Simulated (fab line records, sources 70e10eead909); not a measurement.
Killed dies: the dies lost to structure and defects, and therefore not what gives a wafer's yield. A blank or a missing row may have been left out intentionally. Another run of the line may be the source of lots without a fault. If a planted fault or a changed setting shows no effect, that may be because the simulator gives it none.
Matching of chambers / flow nand-harc / NHARC_A_STAIRCASE_DESCUM_270 on rie-diel-07 has 4 sister chambers
The step chemistry O2, time 3 s. 22 wafers are shown with their chamber, then 11 later ones without.

## WAFERS WITH THEIR CHAMBER
wafer=L075.1; chamber=0; drypump-motor-current-A (A)=6.1; showerhead-plenum-p-Torr (Torr)=1.77; oes-product-au (a.u.)=1.006
wafer=L075.3; chamber=3; drypump-motor-current-A (A)=6.1; showerhead-plenum-p-Torr (Torr)=2.03; oes-product-au (a.u.)=1.001
wafer=L075.4; chamber=1; drypump-motor-current-A (A)=5.7; showerhead-plenum-p-Torr (Torr)=1.80; oes-product-au (a.u.)=1.000
wafer=L074.2; chamber=1; drypump-motor-current-A (A)=5.7; showerhead-plenum-p-Torr (Torr)=1.80; oes-product-au (a.u.)=1.003
wafer=L074.3; chamber=2; drypump-motor-current-A (A)=5.9; showerhead-plenum-p-Torr (Torr)=1.89; oes-product-au (a.u.)=1.007
wafer=L074.4; chamber=0; drypump-motor-current-A (A)=6.1; showerhead-plenum-p-Torr (Torr)=1.77; oes-product-au (a.u.)=1.004
wafer=L078.1; chamber=3; drypump-motor-current-A (A)=6.1; showerhead-plenum-p-Torr (Torr)=2.03; oes-product-au (a.u.)=0.994
wafer=L078.4; chamber=3; drypump-motor-current-A (A)=6.1; showerhead-plenum-p-Torr (Torr)=2.03; oes-product-au (a.u.)=1.000
wafer=L078.5; chamber=0; drypump-motor-current-A (A)=6.1; showerhead-plenum-p-Torr (Torr)=1.76; oes-product-au (a.u.)=1.004
wafer=L079.1; chamber=1; drypump-motor-current-A (A)=5.8; showerhead-plenum-p-Torr (Torr)=1.80; oes-product-au (a.u.)=0.991
wafer=L079.4; chamber=0; drypump-motor-current-A (A)=6.1; showerhead-plenum-p-Torr (Torr)=1.76; oes-product-au (a.u.)=1.012
wafer=L079.6; chamber=1; drypump-motor-current-A (A)=5.7; showerhead-plenum-p-Torr (Torr)=1.80; oes-product-au (a.u.)=0.991
wafer=L083.3; chamber=3; drypump-motor-current-A (A)=6.1; showerhead-plenum-p-Torr (Torr)=2.02; oes-product-au (a.u.)=0.993
wafer=L083.4; chamber=1; drypump-motor-current-A (A)=5.7; showerhead-plenum-p-Torr (Torr)=1.80; oes-product-au (a.u.)=1.005
wafer=L083.6; chamber=1; drypump-motor-current-A (A)=5.7; showerhead-plenum-p-Torr (Torr)=1.79; oes-product-au (a.u.)=0.993
wafer=L086.2; chamber=3; drypump-motor-current-A (A)=6.2; showerhead-plenum-p-Torr (Torr)=2.02; oes-product-au (a.u.)=1.001
wafer=L086.4; chamber=3; drypump-motor-current-A (A)=6.2; showerhead-plenum-p-Torr (Torr)=2.02; oes-product-au (a.u.)=0.998
wafer=L086.6; chamber=0; drypump-motor-current-A (A)=6.1; showerhead-plenum-p-Torr (Torr)=2.08; oes-product-au (a.u.)=1.013
wafer=L088.2; chamber=1; drypump-motor-current-A (A)=5.7; showerhead-plenum-p-Torr (Torr)=1.79; oes-product-au (a.u.)=0.992
wafer=L088.3; chamber=3; drypump-motor-current-A (A)=6.2; showerhead-plenum-p-Torr (Torr)=2.02; oes-product-au (a.u.)=0.985
wafer=L088.5; chamber=0; drypump-motor-current-A (A)=6.1; showerhead-plenum-p-Torr (Torr)=2.07; oes-product-au (a.u.)=0.998
wafer=L087.2; chamber=3; drypump-motor-current-A (A)=6.2; showerhead-plenum-p-Torr (Torr)=2.02; oes-product-au (a.u.)=0.996

SIGNATURES (averages over the wafers above)
reading=drypump-motor-current-A; chamber 0=6.100; chamber 1=5.714; chamber 2=5.900; chamber 3=6.150; scatter within a chamber=0.0398
reading=showerhead-plenum-p-Torr; chamber 0=1.8683; chamber 1=1.7971; chamber 2=1.8900; chamber 3=2.0237; scatter within a chamber=0.0845
reading=oes-product-au; chamber 0=1.00617; chamber 1=0.99643; chamber 2=1.00700; chamber 3=0.99600; scatter within a chamber=0.00568
Rule: distance of a wafer from a chamber = root of the sum over the readings of ((wafer's reading minus chamber's mean) / reading's scatter) squared. If the next closest chamber is less than 2 further off than the closest, the wafer can't be placed; otherwise it belongs to the closest. The scatter: the root of (the sum of the squares of (reading less its chamber's mean) over the shown wafers, divided by (wafers less chambers)).

## WAFERS WITHOUT THEIR CHAMBER
wafer=L087.5; drypump-motor-current-A (A)=6.2; showerhead-plenum-p-Torr (Torr)=2.02; oes-product-au (a.u.)=0.997
wafer=L087.6; drypump-motor-current-A (A)=6.1; showerhead-plenum-p-Torr (Torr)=2.07; oes-product-au (a.u.)=1.004
wafer=L091.2; drypump-motor-current-A (A)=6.1; showerhead-plenum-p-Torr (Torr)=2.07; oes-product-au (a.u.)=1.005
wafer=L091.4; drypump-motor-current-A (A)=6.1; showerhead-plenum-p-Torr (Torr)=2.01; oes-product-au (a.u.)=1.003
wafer=L091.5; drypump-motor-current-A (A)=5.7; showerhead-plenum-p-Torr (Torr)=1.79; oes-product-au (a.u.)=1.001
wafer=L094.1; drypump-motor-current-A (A)=5.7; showerhead-plenum-p-Torr (Torr)=1.78; oes-product-au (a.u.)=0.996
wafer=L094.2; drypump-motor-current-A (A)=6.0; showerhead-plenum-p-Torr (Torr)=1.88; oes-product-au (a.u.)=0.999
wafer=L094.4; drypump-motor-current-A (A)=6.1; showerhead-plenum-p-Torr (Torr)=2.01; oes-product-au (a.u.)=0.991
wafer=L097.2; drypump-motor-current-A (A)=6.1; showerhead-plenum-p-Torr (Torr)=2.06; oes-product-au (a.u.)=0.997
wafer=L097.4; drypump-motor-current-A (A)=6.1; showerhead-plenum-p-Torr (Torr)=2.00; oes-product-au (a.u.)=0.987
wafer=L097.6; drypump-motor-current-A (A)=6.1; showerhead-plenum-p-Torr (Torr)=2.06; oes-product-au (a.u.)=1.001

## WHICH CHAMBER EACH WENT THROUGH
wafer=L087.5; from the rows above=3; in truth=3
wafer=L087.6; from the rows above=can't be placed: 3 or 0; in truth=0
wafer=L091.2; from the rows above=can't be placed: 3 or 0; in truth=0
wafer=L091.4; from the rows above=can't be placed: 0 or 3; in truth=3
wafer=L091.5; from the rows above=1; in truth=1
wafer=L094.1; from the rows above=1; in truth=1
wafer=L094.2; from the rows above=can't be placed: 0 or 2 or 3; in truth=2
wafer=L094.4; from the rows above=can't be placed: 3 or 0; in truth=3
wafer=L097.2; from the rows above=can't be placed: 3 or 0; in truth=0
wafer=L097.4; from the rows above=can't be placed: 3 or 0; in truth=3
wafer=L097.6; from the rows above=can't be placed: 3 or 0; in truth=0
Correct placement for 3 of the 11. Unplaceable from these rows: 8, with the true chamber sitting among the candidates in 8. Wrongly placed: 0.
